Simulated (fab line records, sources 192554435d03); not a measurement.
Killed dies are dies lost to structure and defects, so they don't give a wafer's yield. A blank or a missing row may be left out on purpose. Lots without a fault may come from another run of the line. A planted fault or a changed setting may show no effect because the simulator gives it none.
Chamber matching | flow n5_finfet | N5_BEOL_M1_STRIP_66 on rie_diel-05: 4 sister chambers
The step strips in CF4. 16 wafers are shown with their chamber, then 8 later ones without.

WAFERS WITH THEIR CHAMBER
wafer  | chamber | drypump_motor_current_A (A) | oes_product_au (a.u.) | throttle_valve_pct (%)
L079.1 | 2       | 6.8                         | 0.70                  | 13.69
L079.3 | 3       | 5.2                         | 0.73                  | 13.71
L079.4 | 1       | 5.7                         | 0.71                  | 13.84
L083.1 | 1       | 5.7                         | 0.72                  | 13.87
L083.4 | 3       | 5.2                         | 0.72                  | 13.71
L083.5 | 3       | 5.2                         | 0.72                  | 13.71
L084.4 | 1       | 5.7                         | 0.71                  | 13.89
L084.5 | 2       | 6.7                         | 0.70                  | 13.71
L084.6 | 3       | 5.2                         | 0.72                  | 13.71
L087.2 | 3       | 5.2                         | 0.72                  | 13.72
L087.3 | 1       | 5.7                         | 0.70                  | 13.90
L087.4 | 0       | 6.0                         | 0.91                  | 13.17
L088.1 | 2       | 6.8                         | 0.69                  | 13.74
L088.3 | 0       | 5.9                         | 0.91                  | 13.19
L088.5 | 2       | 6.8                         | 0.69                  | 13.73
L089.2 | 2       | 6.7                         | 0.69                  | 13.73

SIGNATURES (means of the wafers above)
reading                 | chamber 0 | chamber 1 | chamber 2 | chamber 3 | scatter within a chamber
drypump_motor_current_A | 5.950     | 5.700     | 6.760     | 5.200     | 0.0376
oes_product_au          | 0.9100    | 0.7100    | 0.6940    | 0.7220    | 0.00577
throttle_valve_pct      | 13.1800   | 13.8750   | 13.7200   | 13.7120   | 0.0182
Rule: a wafer's distance from a chamber is the root of the sum, over the readings, of the square of ((its reading less the chamber's mean) divided by the reading's scatter). The wafer belongs to the nearest chamber; if the next one is less than 2 further off, it can't be placed. The scatter: the root of (the sum of the squares of (reading less its chamber's mean) over the shown wafers, divided by (wafers less chambers)).

WAFERS WITHOUT THEIR CHAMBER
wafer  | drypump_motor_current_A (A) | oes_product_au (a.u.) | throttle_valve_pct (%)
L089.4 | 5.2                         | 0.72                  | 13.73
L089.5 | 5.2                         | 0.72                  | 13.73
L091.2 | 5.7                         | 0.71                  | 13.91
L091.4 | 6.7                         | 0.69                  | 13.75
L091.5 | 5.2                         | 0.71                  | 13.74
L094.2 | 6.8                         | 0.68                  | 13.76
L094.3 | 5.7                         | 0.69                  | 13.92
L094.4 | 5.9                         | 0.87                  | 13.21

WHICH CHAMBER EACH WENT THROUGH
wafer  | from the rows above | in truth
L089.4 | 3                   | 3
L089.5 | 3                   | 3
L091.2 | 1                   | 1
L091.4 | 2                   | 2
L091.5 | 3                   | 3
L094.2 | 2                   | 2
L094.3 | 1                   | 1
L094.4 | 0                   | 0
Placed correctly: 8 of 8. Can't be placed from these rows: 0. Placed wrongly: 0.
